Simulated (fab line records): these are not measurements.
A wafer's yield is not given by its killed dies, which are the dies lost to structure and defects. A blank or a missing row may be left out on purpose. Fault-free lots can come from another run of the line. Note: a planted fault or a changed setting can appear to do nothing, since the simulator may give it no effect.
fab line records | flow nand_harc
record lots=5 | wafers=15 | last_day=24
route steps=1159 shown A_CONTACT@931 A_BLC@964 END@1159
lots with no fault: from the same line, run without faults
start_h: start of the lot's first displayed wafer, in hours after the record's first day | wait_h: hours since the lot's step before | " same as the row above | L1.1+2: a row that stands for several wafers | - value missing, or start not given | * or withheld: withheld | < > ~ a bound
route shown NAME@n: NAME is a module with steps in the file, n the number in the route of the first one | usual: the fault-free wafers' mean and standard deviation | same: alike in all rows | chamber/n: place in a boat | sites: the reading at each site | _std_site: their standard deviation | _edge_site: mean of outer sites minus mean of inner sites | radius_mm: how far each site lies from the wafer's centre | mask NAME#n: copy n | behind: the last tool/chamber to shape the wafer | hold: why the lot went on hold/how many hours it stayed there/how the hold came to an end | device: which transistor (n, p or np) failed to switch | end of line: the tests these same wafers got at the end of their route | for a step that has no rows: nothing shown but its recipe | killed: not the wafer's yield, but the dies lost to structure and defects at the first sort | map: a wafer's dies, marking killed ones x, the rest . and places with no die _
set.NAME: the setting the step ran with; set.NAME@STEP: the setting that earlier step ran with | model.NAME: the simulator's own value behind a step, which no gauge read
certain route steps with their lots: each step a table, each wafer a row
services: from which hour (start_h, from the record's first day; less than 0 if before it) a tool's chamber was out of use, for how many hours, and why
## steps
# step NHARC_A_CONTACT_EBR_04
# step NHARC_A_CONTACT_EXPOSE_05
# recipe na=1.35 | sigma_outer=0.8 | dose_mj=84.24 | mask_id=A_CC
# step NHARC_A_CONTACT_PEB_06
# recipe peb_temp_c=100 | peb_time_s=65
# step NHARC_A_CONTACT_DEVELOP_07
# recipe develop_time_s=35 | dev_temp_c=23
# step NHARC_A_CONTACT_CD_MEAS_08
# recipe target_cd_nm=100 | landing_energy_ev=500
# usual cd_nm=99.9/0.41
lot.wafer | tool      | chamber | start_h | wait_h | cd_nm
L946.1    | cd_sem-01 | 0       | 423.14  | -      | 100.8
L946.2    | "         | 0       | "       | "      | 100.5
L946.5    | "         | 0       | "       | "      | 100.2
L950.1    | cd_sem-01 | 0       | 488.36  | -      | 99.8
L950.2    | "         | 0       | "       | "      | 99.6
L950.3    | "         | 0       | "       | "      | 100.9
L955.1    | cd_sem-03 | 0       | 491.96  | -      | 100.1
L955.3    | "         | 0       | "       | "      | 100.4
L955.6    | "         | 0       | "       | "      | 100.6
L958.4    | cd_sem-02 | 0       | 497.17  | -      | 99.9
L958.5    | "         | 0       | "       | "      | 99.4
L958.6    | "         | 0       | "       | "      | 99.2
L957.1    | cd_sem-01 | 0       | 510.95  | -      | 100.0
L957.4    | "         | 0       | "       | "      | 99.8
L957.5    | "         | 0       | "       | "      | 99.7
# step NHARC_A_CONTACT_OVL_MEAS_09
# usual overlay_x_nm=0.3/0.84 | overlay_y_nm=0.1/0.85
lot.wafer | tool       | chamber | start_h | wait_h | overlay_x_nm | overlay_y_nm
L946.1    | overlay-01 | -       | 423.22  | -      | -0.3         | 1.6
L946.2    | "          | -       | "       | "      | -0.3         | 1.8
L946.5    | "          | -       | "       | "      | 0.3          | 1.1
L950.1    | overlay-02 | -       | 488.45  | -      | 0.7          | 1.7
L950.2    | "          | -       | "       | "      | 0.3          | 1.1
L950.3    | "          | -       | "       | "      | 0.9          | 1.3
L955.1    | overlay-01 | -       | 492.05  | -      | -0.4         | 0.4
L955.3    | "          | -       | "       | "      | 0.0          | 0.6
L955.6    | "          | -       | "       | "      | -0.4         | 0.0
L958.4    | overlay-02 | -       | 497.25  | -      | -0.8         | 0.7
L958.5    | "          | -       | "       | "      | 0.2          | -0.3
L958.6    | "          | -       | "       | "      | -0.3         | -0.4
L957.1    | overlay-01 | -       | 511.04  | -      | 1.8          | 0.4
L957.4    | "          | -       | "       | "      | 2.1          | 0.8
L957.5    | "          | -       | "       | "      | 1.9          | 0.4
# step NHARC_A_CONTACT_INSPECT_10
# usual raw_defect_count=28/14
lot.wafer | tool              | chamber | start_h | wait_h | raw_defect_count
L946.1    | defect_inspect-01 | -       | 423.26  | 0.0    | 22
L946.2    | "                 | -       | "       | "      | 11
L946.5    | "                 | -       | "       | "      | 8
L950.1    | defect_inspect-02 | -       | 488.49  | 0.0    | 26
L950.2    | "                 | -       | "       | "      | 37
L950.3    | "                 | -       | "       | "      | 29
L955.1    | defect_inspect-02 | -       | 492.08  | 0.0    | 50
L955.3    | "                 | -       | "       | "      | 47
L955.6    | "                 | -       | "       | "      | 53
L958.4    | defect_inspect-01 | -       | 497.29  | 0.0    | 14
L958.5    | "                 | -       | "       | "      | 9
L958.6    | "                 | -       | "       | "      | 17
L957.1    | defect_inspect-01 | -       | 511.08  | 0.0    | 49
L957.4    | "                 | -       | "       | "      | 59
L957.5    | "                 | -       | "       | "      | 56
# step NHARC_A_CONTACT_DESCUM_13
# recipe time_s=3 | o2_flow_sccm=200 | ar_flow_sccm=0 | bias_power_w=0 | chemistry=O2
# step NHARC_A_CONTACT_ETCH_88
# recipe target_depth_a=390 | over_etch_frac=0.3 | time_s=65 | ion_energy_ev=80 | cf4_flow_sccm=150 | ar_flow_sccm=0 | rf_w=300 | bias_w=100 | chemistry=CF4
# usual drypump_motor_current_A=5.7/0.39 | oes_product_au=1.001/0.0084 | rf_vpp_V=151.4/1.1 | showerhead_plenum_p_Torr=1.78/0.06 | throttle_valve_pct=13.283/0.0094
lot.wafer | tool        | chamber | start_h | wait_h | drypump_motor_current_A | oes_product_au | rf_hours_counter_h | rf_vpp_V | showerhead_plenum_p_Torr | throttle_valve_pct
L946.2    | rie_diel-04 | 0       | 423.41  | 0.1    | 6.0                     | 1.015          | 52                 | 152.0    | 1.79                     | 13.292
L946.1    | "           | 2       | "       | "      | 5.6                     | 1.009          | 53                 | 149.2    | 1.71                     | 13.284
L946.5    | "           | 1       | "       | "      | 5.0                     | 1.000          | -                  | 151.2    | 1.73                     | 13.279
L950.1    | rie_diel-04 | 0       | 488.63  | 0.1    | 5.9                     | 1.008          | 6                  | 151.9    | 1.79                     | 13.279
L950.3    | "           | 2       | "       | "      | 5.6                     | 1.003          | 5                  | 151.1    | 1.71                     | 13.280
L950.2    | "           | 3       | "       | "      | 6.1                     | 0.995          | 6                  | 151.9    | 1.76                     | 13.273
L955.3    | rie_diel-11 | 1       | 492.24  | 0.1    | 5.5                     | 1.003          | 40                 | 150.1    | 1.79                     | 13.272
L955.1    | "           | 3       | "       | "      | 5.9                     | 1.008          | 41                 | 152.5    | 1.79                     | 13.285
L955.6    | "           | 1       | "       | "      | 5.5                     | 0.999          | -                  | 151.4    | 1.79                     | 13.298
L958.4    | rie_diel-11 | 3       | 497.43  | 0.1    | 5.9                     | 1.010          | 43                 | 151.5    | 1.79                     | 13.293
L958.6    | "           | 3       | "       | "      | 5.9                     | 1.004          | -                  | 153.0    | 1.79                     | 13.262
L958.5    | "           | 0       | "       | "      | 5.3                     | 1.006          | -                  | 150.5    | 1.74                     | 13.287
L957.4    | rie_diel-04 | 3       | 511.23  | 0.1    | 6.1                     | 1.005          | 15                 | 150.9    | 1.76                     | 13.279
L957.1    | "           | 1       | "       | "      | 5.0                     | 1.013          | 13                 | 150.7    | 1.73                     | 13.295
L957.5    | "           | 3       | "       | "      | 6.2                     | 0.989          | -                  | 150.4    | 1.76                     | 13.289
# step NHARC_A_CONTACT_ETCH_89
# recipe target_depth_a=2600 | over_etch_frac=0.3 | time_s=475.3 | ion_energy_ev=200 | n2_flow_sccm=150 | h2_flow_sccm=150 | ar_flow_sccm=0 | rf_w=400 | bias_w=150 | chemistry=N2/H2
# step NHARC_A_CONTACT_ETCH_30
# recipe target_depth_a=605 | time_s=30.2 | cf4_flow_sccm=100 | chf3_flow_sccm=30 | ar_flow_sccm=0 | rf_w=500 | bias_w=200 | chemistry=CF4/CHF3
# step NHARC_A_CONTACT_ETCH_31
# recipe target_depth_a=20000 | over_etch_frac=0.3 | time_s=520 | ion_energy_ev=150 | o2_flow_sccm=400 | cos_flow_sccm=20 | ar_flow_sccm=0 | rf_w=500 | bias_w=300 | chemistry=O2/COS
# step NHARC_A_CONTACT_ETCH_134
# recipe source_w=withheld | pressure_mtorr=20 | bias_v=withheld | time_s=140 | target_depth_a=7000 | ar_flow_sccm=withheld | c4f8_flow_sccm=withheld | o2_flow_sccm=withheld | chemistry=C4F8/O2/Ar
lot.wafer | tool            | chamber | start_h | wait_h | rf_hours_counter_h
L946.1    | har_cap_etch-01 | 1       | 424.31  | -      | 66
L946.2    | "               | 0       | "       | "      | 66
L946.5    | "               | 1       | "       | "      | -
L950.1    | har_cap_etch-02 | 0       | 489.53  | -      | 28
L950.2    | "               | 1       | "       | "      | 28
L950.3    | "               | 0       | "       | "      | -
L955.1    | har_cap_etch-02 | 1       | 493.17  | -      | 29
L955.3    | "               | 0       | "       | "      | -
L955.6    | "               | 0       | "       | "      | -
L958.4    | har_cap_etch-03 | 1       | 498.44  | -      | -
L958.5    | "               | 0       | "       | "      | -
L958.6    | "               | 1       | "       | "      | -
L957.1    | har_cap_etch-03 | 1       | 512.13  | -      | 106
L957.4    | "               | 1       | "       | "      | -
L957.5    | "               | 1       | "       | "      | -
# step NHARC_A_CONTACT_ETCH_135
# recipe source_w=withheld | pressure_mtorr=20 | bias_v=3000 | time_s=132 | target_depth_a=12870 | ar_flow_sccm=withheld | c4f8_flow_sccm=withheld | o2_flow_sccm=withheld | chemistry=C4F8/O2/Ar
# step NHARC_A_CONTACT_ETCH_136
# recipe source_w=withheld | pressure_mtorr=20 | bias_v=3000 | time_s=132 | target_depth_a=12870 | ar_flow_sccm=withheld | c4f8_flow_sccm=withheld | o2_flow_sccm=withheld | chemistry=C4F8/O2/Ar
lot.wafer | tool            | chamber | start_h | wait_h | rf_hours_counter_h
L946.1    | har_cap_etch-01 | 1       | 424.64  | 0.1    | 66
L946.2    | "               | 0       | "       | "      | 66
L946.5    | "               | 1       | "       | "      | -
L950.1    | har_cap_etch-02 | 0       | 489.85  | 0.1    | 28
L950.2    | "               | 1       | "       | "      | 28
L950.3    | "               | 0       | "       | "      | -
L955.1    | har_cap_etch-02 | 1       | 493.48  | 0.1    | 29
L955.3    | "               | 0       | "       | "      | -
L955.6    | "               | 0       | "       | "      | -
L958.4    | har_cap_etch-03 | 1       | 498.72  | 0.1    | -
L958.5    | "               | 0       | "       | "      | -
L958.6    | "               | 1       | "       | "      | -
L957.1    | har_cap_etch-03 | 1       | 512.45  | 0.1    | 106
L957.4    | "               | 1       | "       | "      | -
L957.5    | "               | 1       | "       | "      | -
# step NHARC_A_CONTACT_ETCH_137
# recipe source_w=withheld | pressure_mtorr=20 | bias_v=3000 | time_s=132 | target_depth_a=12870 | ar_flow_sccm=withheld | c4f8_flow_sccm=withheld | o2_flow_sccm=withheld | chemistry=C4F8/O2/Ar
# step NHARC_A_CONTACT_ETCH_138
# recipe source_w=withheld | pressure_mtorr=20 | bias_v=3000 | time_s=132 | target_depth_a=12890 | ar_flow_sccm=withheld | c4f8_flow_sccm=withheld | o2_flow_sccm=withheld | chemistry=C4F8/O2/Ar
lot.wafer | tool            | chamber | start_h | wait_h | rf_hours_counter_h
L946.1    | har_cap_etch-01 | 1       | 424.88  | 0.1    | 66
L946.2    | "               | 0       | "       | "      | 66
L946.5    | "               | 1       | "       | "      | -
L950.1    | har_cap_etch-02 | 0       | 490.10  | 0.1    | 28
L950.2    | "               | 1       | "       | "      | 28
L950.3    | "               | 0       | "       | "      | -
L955.1    | har_cap_etch-02 | 1       | 493.73  | 0.1    | 29
L955.3    | "               | 0       | "       | "      | -
L955.6    | "               | 0       | "       | "      | -
L958.4    | har_cap_etch-03 | 1       | 498.96  | 0.1    | -
L958.5    | "               | 0       | "       | "      | -
L958.6    | "               | 1       | "       | "      | -
L957.1    | har_cap_etch-03 | 1       | 512.70  | 0.1    | 106
L957.4    | "               | 1       | "       | "      | -
L957.5    | "               | 1       | "       | "      | -
# step NHARC_A_CONTACT_ETCH_139
# recipe source_w=withheld | pressure_mtorr=20 | bias_v=400 | time_s=137 | target_depth_a=5900 | ar_flow_sccm=withheld | c4f8_flow_sccm=11.5 | o2_flow_sccm=7.2 | chemistry=C4F8/O2/Ar
# step NHARC_A_CONTACT_ETCH_92
# recipe target_depth_a=400 | over_etch_frac=0.5 | time_s=85.7 | ion_energy_ev=120 | ch3f_flow_sccm=50 | o2_flow_sccm=30 | ar_flow_sccm=200 | rf_w=500 | bias_w=100 | chemistry=CH3F/O2
# step NHARC_A_CONTACT_ETCH_98
# recipe target_depth_a=200 | over_etch_frac=0.5 | time_s=10 | ion_energy_ev=250 | c4f6_flow_sccm=25 | o2_flow_sccm=20 | ar_flow_sccm=500 | rf_w=600 | bias_w=500 | chemistry=C4F6/O2
# step NHARC_A_CONTACT_CD_MEAS_15
# usual cd_nm=89.7/0.57
lot.wafer | tool      | chamber | start_h | wait_h | cd_nm
L946.1    | cd_sem-02 | -       | 425.62  | -      | 90.2
L946.2    | "         | -       | "       | "      | 90.5
L946.5    | "         | -       | "       | "      | 90.5
L950.1    | cd_sem-02 | -       | 490.84  | -      | 90.5
L950.2    | "         | -       | "       | "      | 89.6
L950.3    | "         | -       | "       | "      | 89.6
L955.1    | cd_sem-02 | -       | 494.45  | -      | 89.2
L955.3    | "         | -       | "       | "      | 89.6
L955.6    | "         | -       | "       | "      | 88.9
L958.4    | cd_sem-03 | -       | 499.65  | -      | 90.2
L958.5    | "         | -       | "       | "      | 90.9
L958.6    | "         | -       | "       | "      | 89.9
L957.1    | cd_sem-01 | -       | 513.45  | -      | 89.5
L957.4    | "         | -       | "       | "      | 89.5
L957.5    | "         | -       | "       | "      | 89.4
# step NHARC_A_CONTACT_STRIP_107
# recipe n2_flow_sccm=150 | h2_flow_sccm=150 | ar_flow_sccm=0 | bias_w=0 | chemistry=N2/H2
# step NHARC_A_CONTACT_STRIP_108
# recipe cf4_flow_sccm=100 | chf3_flow_sccm=30 | ar_flow_sccm=0 | bias_w=0 | chemistry=CF4/CHF3
# step NHARC_A_CONTACT_STRIP_109
# recipe o2_flow_sccm=400 | cos_flow_sccm=20 | ar_flow_sccm=0 | bias_w=0 | chemistry=O2/COS
# step NHARC_A_CONTACT_ETCH_110
# recipe target_depth_a=500 | overetch_a=50 | time_s=27.5 | ion_energy_ev=100 | cf4_flow_sccm=80 | o2_flow_sccm=20 | ar_flow_sccm=0 | rf_w=300 | bias_w=100 | chemistry=CF4/O2
# step NHARC_A_CONTACT_STRIP_26
# recipe o2_flow_sccm=500 | ar_flow_sccm=0 | bias_w=0 | chemistry=O2
# step NHARC_A_CONTACT_STRIP_27
# recipe time_s=600 | temp_c=30 | chemistry=post_etch_residue_remover
# step NHARC_A_CONTACT_ALD_18
# recipe target_thk_a=30 | pulse_time_s=1 | ald_cycles=150 | temp_c=450 | material=TiN
# step NHARC_A_CONTACT_CVD_19
# recipe target_thk_a=3000 | temp_c=300 | pressure_torr=40 | wf6_flow_sccm=40 | h2_flow_sccm=1600 | ar_flow_sccm=1560 | time_s=802 | material=W
# usual heater_power_w=502/63 | throttle_valve_pct=7.86/0.19
lot.wafer | tool     | chamber | start_h | wait_h | heater_power_w | throttle_valve_pct
L946.1    | cvd_w-01 | 1       | -       | -      | 521            | 7.99
L946.2    | "        | 0       | "       | "      | 585            | 7.91
L946.5    | "        | 1       | "       | "      | 528            | 8.05
L950.2    | cvd_w-02 | 1       | -       | -      | 435            | 7.89
L950.1    | "        | 0       | "       | "      | 473            | 7.80
L950.3    | "        | 1       | "       | "      | 422            | 7.79
L955.1    | cvd_w-02 | 0       | -       | -      | 472            | 7.92
L955.3    | "        | 0       | "       | "      | 464            | 7.87
L955.6    | "        | 0       | "       | "      | 464            | 7.75
L958.4    | cvd_w-01 | 1       | -       | -      | 560            | 7.90
L958.5    | "        | 0       | "       | "      | 570            | 7.58
L958.6    | "        | 1       | "       | "      | 571            | 8.17
L957.1    | cvd_w-01 | 1       | -       | -      | 558            | 7.67
L957.4    | "        | 0       | "       | "      | 586            | 8.00
L957.5    | "        | 0       | "       | "      | 607            | 8.11
# step NHARC_A_CONTACT_CMP_20
# recipe t_overpolish_s=30 | target_thk_nm=300
# usual motor_current_A=12.1/1.3 | overpolish_run_s=30.000/0.0085 | retaining_ring_pressure_frac=1.000/0.0048 | time_to_endpoint_s=59.6/2.4
lot.wafer | tool   | chamber | start_h | wait_h | motor_current_A | overpolish_run_s | retaining_ring_pressure_frac | time_to_endpoint_s
L946.2    | cmp-01 | 3       | 428.49  | 0.6    | 10.8            | 29.994           | 1.005                        | 56.2
L946.1    | "      | 2       | "       | "      | 11.8            | 29.995           | 1.003                        | 58.5
L946.5    | "      | 3       | "       | "      | 11.7            | 30.001           | 1.002                        | 55.6
L950.1    | cmp-01 | 1       | 499.64  | 0.6    | 13.7            | 29.996           | 1.001                        | 60.1
L950.3    | "      | 2       | "       | "      | 11.5            | 30.003           | 0.996                        | 56.5
L950.2    | "      | 3       | "       | "      | 10.6            | 29.999           | 0.998                        | 59.8
L955.3    | cmp-02 | 2       | 500.36  | 0.5    | 13.1            | 29.990           | 0.996                        | 59.4
L955.1    | "      | 0       | "       | "      | 13.2            | 30.000           | 0.991                        | 60.0
L955.6    | "      | 3       | "       | "      | 12.5            | 30.002           | 1.001                        | 62.5
L958.4    | cmp-04 | 2       | 502.39  | 0.4    | 11.6            | 29.995           | 0.998                        | 59.7
L958.6    | "      | 1       | "       | "      | 11.1            | 30.003           | 0.996                        | 62.0
L958.5    | "      | 2       | "       | "      | 11.0            | 30.003           | 1.005                        | 61.2
L957.1    | cmp-04 | 3       | 515.68  | 0.6    | 13.3            | 30.000           | 1.001                        | 60.5
L957.4    | "      | 1       | "       | "      | 11.0            | 30.002           | 0.998                        | 59.1
L957.5    | "      | 0       | "       | "      | 11.3            | 30.005           | 0.999                        | 55.3
# step NHARC_A_CONTACT_SRD_22
# step NHARC_A_BLC_DEHYDRATE_00
# recipe temp_c=150 | time_s=120
# step NHARC_A_BLC_HMDS_01
# recipe time_s=30
# step NHARC_A_BLC_COAT_02
# recipe temp_c=260 | time_s=75
# step NHARC_A_BLC_COAT_03
# recipe temp_c=225 | time_s=65
# step NHARC_A_BLC_COAT_04
# recipe spin_rpm=1500 | resist_thk_nm=90
# step NHARC_A_BLC_SOFTBAKE_05
# recipe temp_c=105 | time_s=55
# step NHARC_A_BLC_EBR_06
# step NHARC_A_BLC_EXPOSE_07
# recipe na=1.35 | target_cd_nm=100 | dose_mj=67.97 | mask_id=A_BLC
# step NHARC_A_BLC_PEB_08
# recipe peb_temp_c=100 | peb_time_s=65
# step NHARC_END_SORT_01
# recipe temp_c=25
# usual killed_at_array=25/9.8 | killed_at_other=0.8/1.1 | killed_at_periphery=3.3/2.1 | killed_dies=29/10 | killed_open=3.3/1.8 | killed_short=1.9/1.4
# same gross_dies=677
lot.wafer | tool      | chamber | start_h | wait_h | killed_at_array | killed_at_other | killed_at_periphery | killed_dies | killed_open | killed_short
L950.1    | prober-01 | 0       | 540.44  | 2.5    | 22              | 0               | 2                   | 24          | 4           | 2
L955.3    | prober-02 | 0       | 549.85  | 3.1    | 72              | 0               | 3                   | 75          | 3           | 2
L955.6    | prober-02 | 0       | 552.21  | 3.9    | 75              | 0               | 1                   | 76          | 0           | 0
# killed by level:class
L950.1 A_CHANNEL_HOLE_D1:chamber_film_flake=11 A_STAIRCASE:chamber_film_flake=3 A_CONTACT:chamber_film_flake=2 P_CONTACT:geometric_particle:open=1 A_CHANNEL_FILL_D1:geometric_particle:open=1 A_CHANNEL_FILL_D1:geometric_particle:short=1 A_WL_FILL:geometric_particle:short=1 A_CONTACT:geometric_particle:open=1
L955.3 A_CONTACT:unspecified=39 A_SLIT:chamber_film_flake=14 A_CHANNEL_HOLE_D1:chamber_film_flake=9 A_CONTACT:chamber_film_flake=4 A_CHANNEL_FILL_D1:geometric_particle:short=2 P_STI:chamber_film_flake=2 P_CONTACT:geometric_particle:open=1 A_ONON_D1:geometric_particle:open=1
L955.6 A_CONTACT:unspecified=44 A_CHANNEL_HOLE_D1:chamber_film_flake=17 A_SLIT:chamber_film_flake=9 A_STAIRCASE:chamber_film_flake=4 P_STI:chamber_film_flake=1 A_CONTACT:chamber_film_flake=1
# map L955.6 (x killed, . not)
____________x____________
_________xxxxxxx_________
_______x.xxxxxxxx._______
______...xxxxxxxxx.______
_____.x...xxxxxx...._____
____....xx..xxx......____
____.......xxxx......____
___.......x..x........___
___.........x.........___
__.....................__
__.....................__
_......................._
_......................._
_......................._
_......................._
_......................._
.....................x...
x........................
.........................
.x.......................
.........................
_......................._
_......................x_
_xx..................x.._
_x.x...................._
_xx................xx..._
__x...............xxxx.__
__...............x.xxx.__
___.................x.___
___..............x.x..___
____...............xx____
____.............x...____
_____..............._____
______.............______
_______.......x..._______
_________x...x.._________
____________.____________
# map L950.2 (x killed, . not)
____________.____________
_________......._________
_______..........._______
______.............______
_____..............._____
____.................____
____.................____
___..............x...x___
___...................___
__.....................__
__.....................__
_..xx..................._
_..x...................._
_...x...............x..._
_...............x......._
_......................._
.........................
.........................
........x............x...
.........................
.........................
_...........x..........._
_......xx............x.._
_.....x........x........_
_......................._
_................x.xx.x._
__..................xx.__
__...........x....xxxx.__
___.............xx.xxx___
___...............xx.x___
____.............x.x.____
____.................____
_____..........x...._____
______.....x.......______
_______..........._______
_________x......_________
____________.____________
## services
tool            | chamber | start_h | hours | kind
rie_diel-11     | 2       | 399.95  | 2.8   | repair
cmp-04          | -       | 400.04  | 4.0   | pm
rie_diel-04     | 0       | 420.96  | -     | clean
rie_diel-04     | 1       | 420.96  | -     | clean
rie_diel-04     | 2       | 420.96  | -     | clean
rie_diel-04     | 3       | 420.96  | -     | clean
har_cap_etch-01 | -       | 427.59  | 2.5   | repair
cmp-02          | -       | 440.17  | 4.0   | pm
cmp-01          | -       | 440.52  | 10.1  | repair
rie_diel-11     | 1       | 442.47  | 8.3   | repair
rie_diel-04     | 1       | 444.23  | -     | consumable_replace:focus_ring
rie_diel-04     | 1       | 444.23  | 9.0   | scheduled_down
rie_diel-04     | 1       | 444.23  | 9.0   | vent_cycle
rie_diel-04     | 0       | 445.46  | -     | clean
rie_diel-04     | 2       | 445.46  | -     | clean
rie_diel-04     | 3       | 445.46  | -     | clean
rie_diel-04     | -       | 466.06  | 9.0   | pm
rie_diel-04     | 0       | 466.06  | 9.0   | vent_cycle
rie_diel-04     | 1       | 466.06  | 9.0   | vent_cycle
rie_diel-04     | 2       | 466.06  | 9.0   | vent_cycle
cmp-01          | -       | 473.50  | 4.0   | pm
cvd_w-01        | -       | 481.37  | 13.0  | pm
rie_diel-04     | -       | 491.98  | 0.2   | repair
cmp-04          | -       | 498.04  | 4.0   | pm
## key
first_sign step=NHARC_END_SORT_01 | reading=killed_at_array | direction=up | sigmas=5 | usual=25 | struck=74
effect step=NHARC_END_SORT_01 | reading=killed_dies | direction=up | sigmas=4.5 | usual=29 | struck=76
more_kills_born_at NHARC_A_CONTACT_ETCH_134@har_cap_etch-02=83
met_at NHARC_A_CONTACT_ETCH_134
struck_wafers L955.3,L955.6
tester_left_out L955
onset_between 489.53 493.17
fault kind=chamber_particle_source | tool=har_cap_etch-02 | chamber=0 | onset_h=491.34 | steps=NHARC_A_CONTACT_ETCH_134 | rate_per_visit_cm2=1.146 | end_h=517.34
# tester_left_out: of these lots the tester's yield and bins aren't shown, on N5 and GAA mostly nor the transistor test; their killed dies are dies lost to structure and defects alone, not to doping, threshold or leakage, so they don't give the yield
